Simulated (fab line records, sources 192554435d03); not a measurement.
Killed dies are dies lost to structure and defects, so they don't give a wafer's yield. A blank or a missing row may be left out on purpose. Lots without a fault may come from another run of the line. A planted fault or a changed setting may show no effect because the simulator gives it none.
Split-lot experiment | flow n5_finfet | 7 lots, 21 wafers read, on a route of 1938 steps

THE SPLIT
At N5_BEOL_M8_ETCH_62 (etches SOC in N2/H2, target depth 110 nm, overetch 22 nm, time 165 s), the setting bias_w was moved away from the recipe's 150 W on 10 of the 21 wafers read, by -12.8% to +16.7%. The other wafers ran this setting at the recipe's value.

The reading is taken at the split's own step.

THE READING
rf_vpp_V, in V, at N5_BEOL_M8_ETCH_62 (etches SOC in N2/H2, target depth 110 nm, overetch 22 nm, time 165 s). Fault-free wafers of this fab line usually give 522.5 V, standard deviation 1.9 V.

wafer  | tool, chamber at the split | bias_w as run, W | against the recipe | rf_vpp_V, V | against lot-mates on the recipe
L074.1 | rie_diel-04, 0             | 150              | recipe             | 526.4       | -
L074.2 | rie_diel-04, 3             | 150              | recipe             | 520.2       | -
L074.6 | rie_diel-04, 3             | 150              | recipe             | 521.4       | -
L075.1 | rie_diel-06, 0             | 130.8            | -12.8%             | 479.0       | no lot-mate on the recipe
L075.4 | rie_diel-06, 2             | 130.8            | -12.8%             | 481.1       | no lot-mate on the recipe
L075.5 | rie_diel-06, 0             | 130.8            | -12.8%             | 477.9       | no lot-mate on the recipe
L076.2 | rie_diel-02, 0             | 131.2            | -12.5%             | 482.7       | -43.7
L076.3 | rie_diel-02, 2             | 150              | recipe             | 526.4       | -
L076.6 | rie_diel-02, 0             | 131.2            | -12.5%             | 484.8       | -41.6
L079.2 | rie_diel-04, 3             | 150              | recipe             | 520.0       | -
L079.3 | rie_diel-04, 1             | 150              | recipe             | 520.9       | -
L079.4 | rie_diel-04, 0             | 150              | recipe             | 525.1       | -
L080.3 | rie_diel-06, 3             | 150              | recipe             | 521.7       | -
L080.5 | rie_diel-06, 0             | 150              | recipe             | 522.7       | -
L080.6 | rie_diel-06, 1             | 150              | recipe             | 521.3       | -
L092.1 | rie_diel-02, 1             | 132.7            | -11.5%             | 479.9       | -45.0
L092.4 | rie_diel-02, 3             | 132.7            | -11.5%             | 484.3       | -40.6
L092.5 | rie_diel-02, 2             | 150              | recipe             | 524.9       | -
L096.2 | rie_diel-06, 1             | 175              | +16.7%             | 575.2       | no lot-mate on the recipe
L096.4 | rie_diel-06, 3             | 175              | +16.7%             | 574.9       | no lot-mate on the recipe
L096.6 | rie_diel-06, 0             | 175              | +16.7%             | 573.8       | no lot-mate on the recipe

THE FIT
A straight line over all 21 wafers: rf_vpp_V changes by +3.23 V for each +1% of bias_w; r = +1.00; the points scatter about the line by 2.5 V.
The same after taking each lot's own level away (the mean of its wafers on the recipe; 15 wafers): +3.54 V for each +1%; r = +0.99; scatter 2.2 V.
On that fit, the largest move of bias_w shifts the reading by 59 V.
The lots' own levels span 521.90 to 526.40 V, that is 2.4 times the standard deviation above.
So the lot-to-lot level changes the slope little: the two slopes agree.
Check: with one of the wafers moved furthest among these (-12.5%) left out of the fit, the line predicts -44.7 V for it against its lot-mates. It came out at -43.7 V against them.
Tool readings at the split's step, against how far the setting was moved: rf_vpp_V r = +1.00.

OTHER SPLITS ON THESE WAFERS
These wafers also went through other splits before the reading. Each is held against what the fit with the lots' levels taken away leaves over:
other split on the same wafers | wafers away from the commonest value | r with rf_vpp_V (lot level and that fit taken away)
N5_BEOL_M8_EXPOSE_08 dose_mj   | 5                                    | -0.11

THE FILE'S OWN FIT
rf_vpp_V changes by +3.54 V for each +1% of bias_w, r = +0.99.
